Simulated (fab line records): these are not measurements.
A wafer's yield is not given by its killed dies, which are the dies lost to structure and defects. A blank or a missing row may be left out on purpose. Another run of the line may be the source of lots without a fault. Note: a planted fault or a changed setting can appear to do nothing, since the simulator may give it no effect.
Split-lot trial :: flow n5 finfet :: on a route of 1938 steps: 7 lots, 21 wafers read

## THE SPLIT
At N5_SD_EPI_P_ETCH_16 (etches SiO2 in CHF3/O2, target depth 5 nm), the setting target depth a was moved away from the recipe's 50 angstrom on 8 of the 21 wafers read, by -10.5% to +11.5%. All remaining wafers had this setting at the recipe value.

Reading taken at the split's own step.

## THE READING
etch.depth nm (the simulator's own value, which no gauge read), in nm, at N5_SD_EPI_P_ETCH_16 (etches SiO2 in CHF3/O2, target depth 5 nm). There is no usual value for it anywhere in the file. Across the 13 wafers here that went through the recipe, the average is 4.993 nm and the standard deviation 0.046 nm.

wafer: L074.4
tool, chamber at the split: rie diel-03, 3
target depth a as run, angstrom: 50
against the recipe: recipe
etch.depth nm, nm: 5.002
against lot-mates on the recipe: -

wafer: L074.5
tool, chamber at the split: rie diel-03, 3
target depth a as run, angstrom: 53.3
against the recipe: +6.6%
etch.depth nm, nm: 5.331
against lot-mates on the recipe: +0.314

wafer: L074.6
tool, chamber at the split: rie diel-03, 0
target depth a as run, angstrom: 50
against the recipe: recipe
etch.depth nm, nm: 5.033
against lot-mates on the recipe: -

wafer: L075.2
tool, chamber at the split: rie diel-05, 2
target depth a as run, angstrom: 50
against the recipe: recipe
etch.depth nm, nm: 5.004
against lot-mates on the recipe: -

wafer: L075.3
tool, chamber at the split: rie diel-05, 1
target depth a as run, angstrom: 55.63
against the recipe: +11.3%
etch.depth nm, nm: 5.722
against lot-mates on the recipe: +0.705

wafer: L075.6
tool, chamber at the split: rie diel-05, 3
target depth a as run, angstrom: 50
against the recipe: recipe
etch.depth nm, nm: 5.03
against lot-mates on the recipe: -

wafer: L078.2
tool, chamber at the split: rie diel-05, 0
target depth a as run, angstrom: 50
against the recipe: recipe
etch.depth nm, nm: 4.866
against lot-mates on the recipe: -

wafer: L078.4
tool, chamber at the split: rie diel-05, 2
target depth a as run, angstrom: 50
against the recipe: recipe
etch.depth nm, nm: 4.965
against lot-mates on the recipe: -

wafer: L078.6
tool, chamber at the split: rie diel-05, 3
target depth a as run, angstrom: 50
against the recipe: recipe
etch.depth nm, nm: 4.999
against lot-mates on the recipe: -

wafer: L080.1
tool, chamber at the split: rie diel-02, 3
target depth a as run, angstrom: 50
against the recipe: recipe
etch.depth nm, nm: 5.07
against lot-mates on the recipe: -

wafer: L080.4
tool, chamber at the split: rie diel-02, 1
target depth a as run, angstrom: 53.38
against the recipe: +6.8%
etch.depth nm, nm: 5.304
against lot-mates on the recipe: +0.234

wafer: L080.5
tool, chamber at the split: rie diel-02, 2
target depth a as run, angstrom: 53.38
against the recipe: +6.8%
etch.depth nm, nm: 5.394
against lot-mates on the recipe: +0.324

wafer: L084.3
tool, chamber at the split: rie diel-03, 2
target depth a as run, angstrom: 50
against the recipe: recipe
etch.depth nm, nm: 4.975
against lot-mates on the recipe: -

wafer: L084.4
tool, chamber at the split: rie diel-03, 1
target depth a as run, angstrom: 50
against the recipe: recipe
etch.depth nm, nm: 4.98
against lot-mates on the recipe: -

wafer: L084.5
tool, chamber at the split: rie diel-03, 3
target depth a as run, angstrom: 50
against the recipe: recipe
etch.depth nm, nm: 4.999
against lot-mates on the recipe: -

wafer: L088.1
tool, chamber at the split: rie diel-05, 0
target depth a as run, angstrom: 55.75
against the recipe: +11.5%
etch.depth nm, nm: 5.384
against lot-mates on the recipe: +0.370

wafer: L088.3
tool, chamber at the split: rie diel-05, 2
target depth a as run, angstrom: 55.75
against the recipe: +11.5%
etch.depth nm, nm: 5.579
against lot-mates on the recipe: +0.565

wafer: L088.4
tool, chamber at the split: rie diel-05, 3
target depth a as run, angstrom: 50
against the recipe: recipe
etch.depth nm, nm: 5.014
against lot-mates on the recipe: -

wafer: L096.1
tool, chamber at the split: rie diel-02, 1
target depth a as run, angstrom: 50
against the recipe: recipe
etch.depth nm, nm: 4.967
against lot-mates on the recipe: -

wafer: L096.2
tool, chamber at the split: rie diel-02, 3
target depth a as run, angstrom: 44.76
against the recipe: -10.5%
etch.depth nm, nm: 4.491
against lot-mates on the recipe: -0.476

wafer: L096.6
tool, chamber at the split: rie diel-02, 2
target depth a as run, angstrom: 44.76
against the recipe: -10.5%
etch.depth nm, nm: 4.545
against lot-mates on the recipe: -0.422

FIT RESULTS
A straight line over all 21 wafers: etch.depth nm changes by +0.0485 nm for each +1% of target depth a; r = +0.97; the points scatter about the line by 0.072 nm.
The same after taking each lot's own level away (the mean of its wafers on the recipe; 21 wafers): +0.0453 nm for each +1%; r = +0.97; scatter 0.065 nm.
Per that fit: largest target depth a move, reading shift of 0.52 nm.
Measured against the standard deviation above, the lots' own levels, which go from 4.9433 to 5.0700 nm, span 2.7 times it.
So the lot-to-lot level changes the slope little: the two slopes agree.
Check: with one of the wafers moved furthest among these (+11.5%) left out of the fit, the line predicts +0.562 nm for it against its lot-mates. It came out at +0.37 nm against them.

## ADDITIONAL SPLITS CARRIED BY THESE WAFERS
Note: prior to the reading, these wafers also went through further splits. Each is held against what the fit with the lots' levels taken away leaves over:
other split on the same wafers: N5_WELL_APT_COAT_02 spin rpm
wafers away from the commonest value: 5
r with etch.depth nm (lot level and that fit taken away): -0.29

other split on the same wafers: N5_WELL_APT_PEB_23 peb temp c
wafers away from the commonest value: 12
r with etch.depth nm (lot level and that fit taken away): +0.41

other split on the same wafers: N5_WELL_APT_DEVELOP_24 develop time s
wafers away from the commonest value: 9
r with etch.depth nm (lot level and that fit taken away): +0.26

other split on the same wafers: N5_FIN_SAQP_SPACER1_ALD_24 temp c
wafers away from the commonest value: 11
r with etch.depth nm (lot level and that fit taken away): +0.39

other split on the same wafers: N5_FIN_CUT_COAT_29 spin rpm
wafers away from the commonest value: 6
r with etch.depth nm (lot level and that fit taken away): -0.10

other split on the same wafers: N5_FIN_CUT_ETCH_30 target depth a
wafers away from the commonest value: 3
r with etch.depth nm (lot level and that fit taken away): +0.12

other split on the same wafers: N5_DUMMY_GATE_EXPOSE_12 dose mj
wafers away from the commonest value: 12
r with etch.depth nm (lot level and that fit taken away): -0.21

## FILE'S OWN FIT
etch.depth nm changes by +0.0479 nm for each +1% of target depth a, r = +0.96.
